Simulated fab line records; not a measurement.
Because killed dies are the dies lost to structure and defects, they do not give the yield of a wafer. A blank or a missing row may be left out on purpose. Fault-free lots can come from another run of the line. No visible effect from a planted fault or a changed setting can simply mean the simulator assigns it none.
fab line records	flow nandHarc	part 2 of 2: steps 5 to 6 of 6
record: lots: 24	wafers: 72	lastDay: 33
route steps=1302 shown A_STAIRCASE@843 A_SGD_CUT@919
lots untouched by any fault: they come from a run of this same line in which no faults occurred
startH: hours from the record's first day to the start of the lot's first wafer shown	waitH: hours elapsed since this lot's preceding step	" identical to the entry in the row above	L1.1+2: a single row standing in for several wafers	- value missing, or start not given	* or withheld: withheld	< > ~ a bound
route shown NAME@n: NAME is a module with steps in the file, n the number in the route of the first one	usual: mean/standard deviation of fault-free wafers	same: alike in all rows	chamber/n: place in a boat	sites: per-site readings	_std_site: standard deviation across them	_edge_site: outer sites' mean less inner sites'	radiusMm: how far each site lies from the wafer's centre	mask NAME#n: copy n	behind: the last tool/chamber to shape the wafer	hold: reason for holding the lot/hours on hold/outcome of the hold	device: which transistor (n, p or np) failed to switch	end of line: tests run on the same wafers once the route is complete	where a step has no rows: the recipe by itself	killed: not the wafer's yield, but the dies lost to structure and defects at the first sort	map: the dies of a wafer, with x for killed, . for not killed, _ for no die there
set.NAME: setting as actually run; set.NAME@STEP: the setting as run at that earlier step	model.NAME: the simulator's own value behind a step, which no gauge read
one table for each step of the route and one row for each wafer, over a sample of lots
services: a tool's chamber out of use, with start hour (startH, from the record's first day; less than 0 if before it), hours out, and reason
== steps ==
step: NHARC_A_SGD_CUT_ETCHBACK_24
recipe: targetDepthA: 500	overEtchFrac: 0.3	timeS: 92.857	ionEnergyEv: 120	ch3fFlowSccm: 50	o2FlowSccm: 30	arFlowSccm: 200	rfW: 500	biasW: 100	chemistry: CH3F/O2
usual: drypumpMotorCurrentA: 5.6/0.32	oesProductAu: 0.97/0.035	rfFwdPowerW: 496.5/1.7	rfVppV: 245.0/1.9	showerheadPlenumPTorr: 2.50/0.13	throttleValvePct: 20.662/0.0094
lot.wafer	tool	chamber	startH	waitH	drypumpMotorCurrentA	oesProductAu	rfFwdPowerW	rfHoursCounterH	rfVppV	showerheadPlenumPTorr	throttleValvePct
L075.2	rieDiel-10	1	440.96	0.1	5.7	0.95	497.1	1	245.7	2.44	20.659
L075.3	"	3	"	"	5.3	0.95	493.4	1	244.2	2.37	20.666
L075.6	"	1	"	"	5.7	0.93	497.1	-	243.8	2.44	20.669
L074.2	rieDiel-06	2	440.97	0.2	5.7	0.94	496.3	8	247.2	2.64	20.667
L074.4	"	0	"	"	5.5	0.95	498.2	8	246.2	2.62	20.663
L074.5	"	1	"	"	5.3	0.93	495.4	-	243.4	2.32	20.670
L076.3	rieDiel-06	2	459.73	0.1	5.7	1.00	498.0	9	246.9	2.64	20.653
L076.1	"	0	"	"	5.5	1.01	496.3	10	247.5	2.62	20.683
L076.2	"	1	"	"	5.3	1.00	493.6	10	243.8	2.32	20.666
L077.2	rieDiel-13	3	477.11	0.2	5.0	0.92	496.8	6	247.2	2.64	20.660
L077.1	"	0	"	"	6.1	0.92	496.2	6	244.9	2.47	20.653
L077.5	"	2	"	"	5.0	0.93	499.0	-	245.6	2.43	20.671
L078.4	rieDiel-13	2	484.81	0.2	4.9	0.95	497.0	6	244.8	2.43	20.660
L078.3	"	3	"	"	5.0	0.94	493.5	6	247.5	2.64	20.674
L078.6	"	0	"	"	6.0	0.92	496.7	-	244.9	2.47	20.668
L080.1	rieDiel-13	3	492.70	0.1	5.0	0.93	499.1	7	246.4	2.64	20.669
L080.3	"	2	"	"	5.0	0.93	494.6	7	243.1	2.43	20.660
L080.5	"	0	"	"	6.0	0.93	495.9	-	244.7	2.47	20.668
L079.4	rieDiel-06	3	496.38	0.1	5.8	0.99	497.9	0	242.1	2.33	20.655
L079.1	"	1	"	"	5.3	0.99	495.2	0	243.2	2.32	20.664
L079.3	"	2	"	"	5.7	1.00	498.5	0	246.4	2.64	20.673
L083.3	rieDiel-10	2	524.26	0.1	5.6	0.93	495.4	7	247.0	2.62	20.652
L083.4	"	0	"	"	5.7	0.92	496.1	7	245.0	2.56	20.667
L083.2	"	1	"	"	5.7	0.92	496.8	7	244.7	2.44	20.651
L081.3	rieDiel-06	2	524.27	0.1	5.6	1.01	498.1	1	247.0	2.64	20.687
L081.6	"	1	"	"	5.3	0.99	496.4	-	240.9	2.32	20.650
L081.5	"	2	"	"	5.6	1.00	497.3	-	246.2	2.64	20.641
L082.4	rieDiel-06	2	524.35	0.3	5.7	1.00	495.8	1	247.7	2.64	20.664
L082.3	"	3	"	"	5.8	0.99	494.4	2	241.5	2.33	20.655
L082.6	"	1	"	"	5.3	1.00	494.3	-	242.9	2.32	20.667
L085.4	rieDiel-13	0	560.67	0.1	6.1	0.99	494.7	1	244.3	2.47	20.672
L085.1	"	2	"	"	4.9	1.00	496.2	1	243.5	2.42	20.676
L085.6	"	0	"	"	6.1	0.98	495.4	-	245.0	2.47	20.640
L084.1	rieDiel-06	2	560.70	0.2	5.6	1.00	496.6	3	247.9	2.63	20.655
L084.5	"	0	"	"	5.5	1.00	495.7	-	246.2	2.62	20.658
L084.6	"	1	"	"	5.3	0.99	495.9	-	241.7	2.32	20.667
L086.3	rieDiel-10	1	560.82	0.1	5.7	1.01	494.7	10	243.4	2.43	20.670
L086.4	"	2	"	"	5.5	1.01	494.9	11	247.0	2.62	20.668
L086.6	"	2	"	"	5.5	1.02	495.4	-	246.1	2.62	20.657
L087.4	rieDiel-10	0	569.98	0.1	5.6	1.00	496.5	11	245.6	2.56	20.662
L087.3	"	2	"	"	5.6	1.00	496.6	11	245.8	2.62	20.666
L087.6	"	0	"	"	5.7	1.01	495.6	-	245.5	2.56	20.679
L089.3	rieDiel-06	1	581.03	0.2	5.3	1.00	494.0	5	241.9	2.32	20.665
L089.6	"	3	"	"	5.8	1.00	497.4	-	243.6	2.33	20.669
L089.5	"	0	"	"	5.5	1.01	498.5	-	247.2	2.62	20.644
L088.2	rieDiel-13	0	581.17	0.1	6.1	0.99	498.4	3	244.3	2.47	20.663
L088.3	"	2	"	"	4.9	0.98	497.0	3	243.8	2.42	20.675
L088.5	"	3	"	"	5.1	0.99	496.5	-	245.2	2.64	20.667
L090.2	rieDiel-10	1	612.45	0.2	5.7	1.01	497.1	0	245.6	2.43	20.667
L090.5	"	1	"	"	5.7	1.00	495.6	-	243.1	2.43	20.651
L090.6	"	2	"	"	5.5	1.02	496.4	-	246.5	2.62	20.657
L091.2	rieDiel-06	1	612.49	0.2	5.3	1.00	494.7	6	242.3	2.32	20.645
L091.5	"	2	"	"	5.6	1.01	497.0	-	247.4	2.63	20.660
L091.6	"	3	"	"	5.8	1.00	498.8	-	242.0	2.32	20.660
L092.2	rieDiel-06	2	638.42	0.1	5.6	0.94	497.5	8	246.3	2.63	20.657
L092.4	"	3	"	"	5.8	0.93	500.5	8	241.7	2.32	20.643
L092.5	"	2	"	"	5.7	0.93	499.7	-	247.1	2.63	20.663
L093.1	rieDiel-13	1	638.44	0.2	6.0	0.92	496.2	5	246.3	2.64	20.663
L093.2	"	2	"	"	4.9	0.93	498.4	5	243.3	2.42	20.654
L093.5	"	1	"	"	6.0	0.92	495.0	-	246.6	2.64	20.667
L096.4	rieDiel-10	3	656.85	0.1	5.4	0.99	495.9	5	244.2	2.36	20.656
L096.1	"	1	"	"	5.7	0.98	497.4	5	244.2	2.43	20.663
L096.2	"	2	"	"	5.6	1.00	498.8	3	246.5	2.62	20.663
L097.3	rieDiel-13	3	656.87	0.2	5.1	0.93	496.9	7	248.1	2.64	20.673
L097.1	"	1	"	"	6.1	0.92	496.6	6	247.9	2.64	20.653
L097.5	"	3	"	"	5.1	0.92	497.0	-	246.5	2.64	20.651
L095.4	rieDiel-06	0	656.90	0.2	5.5	0.92	497.7	9	246.0	2.62	20.642
L095.6	"	1	"	"	5.3	0.93	492.4	-	243.0	2.32	20.660
L095.5	"	2	"	"	5.7	0.93	495.4	-	246.3	2.63	20.662
L094.1	rieDiel-10	2	662.48	0.2	5.5	1.01	495.5	3	246.3	2.62	20.655
L094.3	"	3	"	"	5.3	1.00	493.7	6	244.1	2.36	20.642
L094.5	"	2	"	"	5.6	1.01	494.4	-	246.0	2.62	20.669
step: NHARC_A_SGD_CUT_STRIP_28
recipe: timeS: 20	o2FlowSccm: 500	arFlowSccm: 0	biasW: 0	chemistry: O2
usual: drypumpMotorCurrentA: 5.6/0.33	oesProductAu: 1.001/0.0091	rfVppV: 57.9/0.88	showerheadPlenumPTorr: 3.59/0.18	throttleValvePct: 17.034/0.0088
lot.wafer	tool	chamber	startH	waitH	drypumpMotorCurrentA	oesProductAu	rfHoursCounterH	rfVppV	showerheadPlenumPTorr	throttleValvePct
L074.2	rieDiel-06	3	-	-	5.9	1.013	7	56.8	3.35	17.037
L074.4	"	1	"	"	5.3	1.004	8	57.3	3.34	17.023
L074.5	"	3	"	"	5.8	0.998	-	57.3	3.35	17.033
L075.2	rieDiel-10	3	-	-	5.4	1.004	1	58.0	3.41	17.030
L075.3	"	1	"	"	5.7	1.021	1	58.0	3.50	17.033
L075.6	"	3	"	"	5.4	1.020	-	57.1	3.41	17.034
L076.1	rieDiel-06	3	-	-	5.9	0.996	8	58.0	3.35	17.041
L076.3	"	1	"	"	5.3	1.007	10	57.3	3.34	17.040
L076.2	"	2	"	"	5.6	0.994	9	59.4	3.78	17.038
L077.1	rieDiel-13	3	-	-	5.1	1.001	6	59.6	3.78	17.033
L077.2	"	0	"	"	6.1	1.009	6	59.4	3.54	17.046
L077.5	"	3	"	"	5.1	1.004	-	59.1	3.78	17.028
L078.4	rieDiel-13	3	-	-	5.0	0.989	6	57.1	3.78	17.024
L078.3	"	1	"	"	6.1	0.993	6	58.2	3.78	17.060
L078.6	"	0	"	"	6.1	0.995	-	58.7	3.54	17.044
L080.3	rieDiel-13	0	-	-	6.1	1.005	7	57.3	3.54	17.047
L080.1	"	2	"	"	5.0	1.013	7	57.1	3.48	17.038
L080.5	"	0	"	"	6.1	0.994	-	57.2	3.54	17.031
L079.1	rieDiel-06	0	-	-	5.4	1.006	0	57.9	3.75	17.032
L079.4	"	2	"	"	5.6	0.986	0	56.9	3.77	17.042
L079.3	"	3	"	"	5.8	0.994	0	56.2	3.35	17.036
L083.4	rieDiel-10	0	-	-	5.6	1.005	7	57.6	3.67	17.020
L083.3	"	1	"	"	5.7	0.995	7	57.4	3.50	17.027
L083.2	"	2	"	"	5.6	0.995	7	58.3	3.75	17.036
L081.3	rieDiel-06	3	-	-	5.8	1.000	2	57.0	3.35	17.044
L081.6	"	2	"	"	5.6	1.009	-	58.4	3.77	17.025
L081.5	"	3	"	"	5.8	1.000	-	56.6	3.35	17.019
L082.3	rieDiel-06	2	-	-	5.7	1.001	1	59.0	3.77	17.026
L082.4	"	3	"	"	5.9	0.997	2	55.9	3.35	17.037
L082.6	"	0	"	"	5.5	1.004	-	58.1	3.75	17.041
L084.1	rieDiel-06	0	-	-	5.5	1.002	4	58.3	3.75	17.026
L084.6	"	0	"	"	5.5	1.005	-	60.0	3.75	17.045
L084.5	"	1	"	"	5.3	1.003	-	58.0	3.34	17.036
L085.1	rieDiel-13	2	-	-	4.9	1.001	1	57.3	3.48	17.051
L085.4	"	3	"	"	5.0	0.993	1	58.1	3.78	17.029
L085.6	"	2	"	"	5.0	1.002	-	59.1	3.48	17.025
L086.3	rieDiel-10	0	-	-	5.7	1.009	11	56.6	3.67	17.033
L086.4	"	3	"	"	5.4	1.021	11	57.7	3.40	17.052
L086.6	"	1	"	"	5.7	1.005	-	57.2	3.49	17.042
L087.4	rieDiel-10	1	-	-	5.7	1.005	11	56.4	3.49	17.039
L087.3	"	2	"	"	5.6	1.014	11	57.7	3.75	17.036
L087.6	"	1	"	"	5.7	1.006	-	57.9	3.49	17.032
L089.3	rieDiel-06	1	-	-	5.3	1.002	5	58.3	3.34	17.038
L089.6	"	1	"	"	5.3	1.006	-	56.8	3.34	17.035
L089.5	"	2	"	"	5.7	1.011	-	59.3	3.77	17.030
L088.3	rieDiel-13	3	-	-	5.0	1.001	3	58.5	3.78	17.052
L088.2	"	0	"	"	6.1	0.983	3	58.0	3.54	17.054
L088.5	"	2	"	"	5.0	0.994	-	57.6	3.48	17.041
L091.2	rieDiel-06	1	-	-	5.3	1.010	6	56.9	3.34	17.031
L091.5	"	2	"	"	5.7	1.011	-	59.0	3.77	17.029
L091.6	"	3	"	"	5.8	1.001	-	57.0	3.34	17.023
L090.2	rieDiel-10	3	-	-	5.4	0.999	0	57.9	3.40	17.035
L090.5	"	0	"	"	5.6	0.991	-	58.3	3.67	17.041
L090.6	"	1	"	"	5.7	1.002	-	58.8	3.49	17.036
L093.1	rieDiel-13	0	-	-	6.1	0.976	5	58.6	3.54	17.039
L093.2	"	2	"	"	4.9	0.995	5	57.4	3.48	17.037
L093.5	"	1	"	"	6.1	0.990	-	59.0	3.78	17.025
L092.2	rieDiel-06	3	-	-	5.8	1.004	8	56.6	3.34	17.030
L092.4	"	1	"	"	5.3	1.002	8	57.1	3.34	17.047
L092.5	"	2	"	"	5.7	1.016	-	57.3	3.77	17.041
L096.4	rieDiel-10	2	-	-	5.5	1.009	3	58.4	3.75	17.043
L096.1	"	0	"	"	5.7	1.007	5	58.8	3.66	17.036
L096.2	"	1	"	"	5.7	1.005	5	59.0	3.49	17.029
L095.4	rieDiel-06	2	-	-	5.6	1.002	9	57.9	3.77	17.033
L095.5	"	1	"	"	5.3	0.991	-	58.4	3.34	17.038
L095.6	"	2	"	"	5.7	1.006	-	60.2	3.77	17.024
L097.3	rieDiel-13	1	-	-	6.0	0.988	6	58.7	3.78	17.035
L097.1	"	2	"	"	5.0	1.003	6	58.3	3.48	17.017
L097.5	"	2	"	"	4.9	0.989	-	59.0	3.48	17.040
L094.3	rieDiel-10	2	-	-	5.6	1.008	3	58.2	3.75	17.043
L094.1	"	1	"	"	5.7	0.996	5	56.7	3.49	17.034
L094.5	"	2	"	"	5.6	1.016	-	58.5	3.75	17.045
== services ==
tool	chamber	startH	hours	kind
cmp-04	-	375.61	2.8	repair
cmp-01	-	381.57	4.0	pm
cmp-04	-	381.70	6.0	repair
cmp-04	-	394.40	2.9	repair
cmp-01	-	396.30	0.4	repair
cmp-04	-	405.14	4.0	pm
cmp-01	-	426.72	5.4	repair
cmp-03	-	445.43	0.9	repair
cmp-03	-	456.00	4.0	pm
cmp-01	-	458.77	2.3	repair
cmp-01	-	479.57	4.0	pm
rieDiel-06	-	484.20	9.0	pm
cmp-04	-	503.14	4.0	pm
rieDiel-06	-	511.52	1.0	repair
cmp-01	-	528.89	2.1	repair
rieDiel-06	3	531.93	3.5	repair
cmp-03	-	540.96	0.5	repair
cmp-01	-	553.45	1.9	repair
rieDiel-06	0	553.56	3.6	repair
cmp-03	-	554.00	4.0	pm
cmp-01	-	577.57	4.0	pm
cmp-04	-	601.14	4.0	pm
cmp-04	-	620.76	1.0	repair
rieDiel-06	-	661.20	9.0	pm
